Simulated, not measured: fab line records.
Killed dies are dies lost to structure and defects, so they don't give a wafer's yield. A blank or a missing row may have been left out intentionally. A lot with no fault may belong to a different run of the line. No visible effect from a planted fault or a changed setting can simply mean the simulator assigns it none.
Split-lot experiment ; flow n5_finfet ; 39 wafers read from 7 lots, route of 1938 steps

## THE SPLIT
At N5_GATE_CUT_ETCH_58 (etches SiNx in CH3F/O2, target depth 17 nm, time 128.6 s), the setting target_depth_a was moved away from the recipe's 170 angstrom on 15 of the 39 wafers read, by -46.6% to +48.1%. All remaining wafers had this setting at the recipe value.

The reading is taken at the split's own step.

## THE READING
SiNx_of_SDB_ALD_29.thk_nm (the simulator's own value, which no gauge read), in nm, at N5_GATE_CUT_ETCH_58 (etches SiNx in CH3F/O2, target depth 17 nm, time 128.6 s). The file gives no usual value for it. Across the 24 wafers here that went through the recipe, the average is 24.6 nm and the standard deviation 0.13 nm.

wafer;tool, chamber at the split;target_depth_a as run, angstrom;against the recipe;SiNx_of_SDB_ALD_29.thk_nm, nm;against lot-mates on the recipe
L080.1;rie_diel-03, 2;170;recipe;24.6;-
L080.2;rie_diel-03, 0;170;recipe;24.4;-
L080.3;rie_diel-03, 1;90.72;-46.6%;25.8;+1.3
L080.4;rie_diel-03, 3;90.72;-46.6%;25.8;+1.3
L080.5;rie_diel-03, 1;90.72;-46.6%;25.6;+1.1
L080.6;rie_diel-03, 2;170;recipe;24.4;-
L081.1;rie_diel-01, 3;170;recipe;24.6;-
L081.2;rie_diel-01, 2;170;recipe;24.8;-
L081.3;rie_diel-01, 0;215.1;+26.5%;23.8;-0.9
L081.4;rie_diel-01, 1;215.1;+26.5%;23.8;-0.9
L081.5;rie_diel-01, 3;170;recipe;24.6;-
L081.6;rie_diel-01, 2;215.1;+26.5%;24;-0.7
L086.1;rie_diel-01, 1;137.2;-19.3%;25.2;+0.7
L086.2;rie_diel-01, 0;137.2;-19.3%;25;+0.5
L086.3;rie_diel-01, 2;170;recipe;24.4;-
L086.4;rie_diel-01, 3;170;recipe;24.6;-
L086.5;rie_diel-01, 0;170;recipe;24.6;-
L086.6;rie_diel-01, 1;137.2;-19.3%;25.2;+0.7
L087.1;rie_diel-01, 1;170;recipe;24.6;-
L087.2;rie_diel-01, 2;246.6;+45.1%;23.4;-1.1
L087.3;rie_diel-01, 3;246.6;+45.1%;23.4;-1.1
L087.4;rie_diel-01, 0;246.6;+45.1%;23.4;-1.1
L087.5;rie_diel-01, 2;170;recipe;24.6;-
L087.6;rie_diel-01, 1;170;recipe;24.4;-
L092.1;rie_diel-04, 2;170;recipe;24.6;-
L092.2;rie_diel-04, 1;251.8;+48.1%;23.2;-1.4
L092.3;rie_diel-04, 3;170;recipe;24.6;-
L092.4;rie_diel-04, 0;251.8;+48.1%;23.2;-1.4
L092.5;rie_diel-04, 2;170;recipe;24.6;-
L092.6;rie_diel-04, 1;251.8;+48.1%;23.2;-1.4
L093.2;rie_diel-04, 0;170;recipe;24.8;-
L093.4;rie_diel-04, 3;170;recipe;24.8;-
L093.6;rie_diel-04, 1;170;recipe;24.6;-
L097.1;rie_diel-04, 1;170;recipe;24.6;-
L097.2;rie_diel-04, 2;170;recipe;24.6;-
L097.3;rie_diel-04, 0;170;recipe;24.6;-
L097.4;rie_diel-04, 3;170;recipe;24.8;-
L097.5;rie_diel-04, 0;170;recipe;24.8;-
L097.6;rie_diel-04, 3;170;recipe;24.8;-

FIT RESULTS
A straight line over all 39 wafers: SiNx_of_SDB_ALD_29.thk_nm changes by -0.0268 nm for each +1% of target_depth_a; r = -0.98; the points scatter about the line by 0.12 nm.
The same after taking each lot's own level away (the mean of its wafers on the recipe; 39 wafers): -0.0277 nm for each +1%; r = -0.99; scatter 0.098 nm.
According to that fit, moving target_depth_a by its largest amount changes the reading by 1.3 nm.
From 24.47 to 24.73 nm: that is the span of the lots' own levels, equal to 2.1 times the standard deviation above.
The two slopes are in agreement: the lot-to-lot level therefore moves the slope only a little.
Check: -1.32 nm against its lot-mates is what the line predicts for one of the wafers moved furthest among these (+48.1%) when that wafer is left out of the fit. Against them it came out at -1.4 nm.

## OTHER SPLITS ON THESE WAFERS
These wafers also went through other splits before the reading. Each is held against what the fit with the lots' levels taken away leaves over:
other split on the same wafers;wafers away from the commonest value;r with SiNx_of_SDB_ALD_29.thk_nm (lot level and that fit taken away)
N5_ZERO_LAYER_DEVELOP_10 develop_time_s;12;+0.10
N5_DUMMY_GATE_HM_DEP_06 target_thk_a;6;-0.06
N5_SD_EPI_N_ETCH_45 target_depth_a;15;-0.24

## THE WHOLE CHAIN: every reading that the file lists as answering this split, in the file's order
step;what it does;reading;change (the file's fit);r (the file's)
N5_GATE_CUT_ETCH_58;etches SiNx in CH3F/O2, target depth 17 nm, time 128.6 s;etch.depth_nm (the simulator's own value, which no gauge read);+0.168 nm for each +1% of the setting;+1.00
N5_GATE_CUT_ETCH_58;etches SiNx in CH3F/O2, target depth 17 nm, time 128.6 s;SiNx_of_SDB_ALD_29.thk_nm (the simulator's own value, which no gauge read);-0.0277 nm for each +1% of the setting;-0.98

## FILE'S OWN FIT
SiNx_of_SDB_ALD_29.thk_nm changes by -0.0277 nm for each +1% of target_depth_a, r = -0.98.
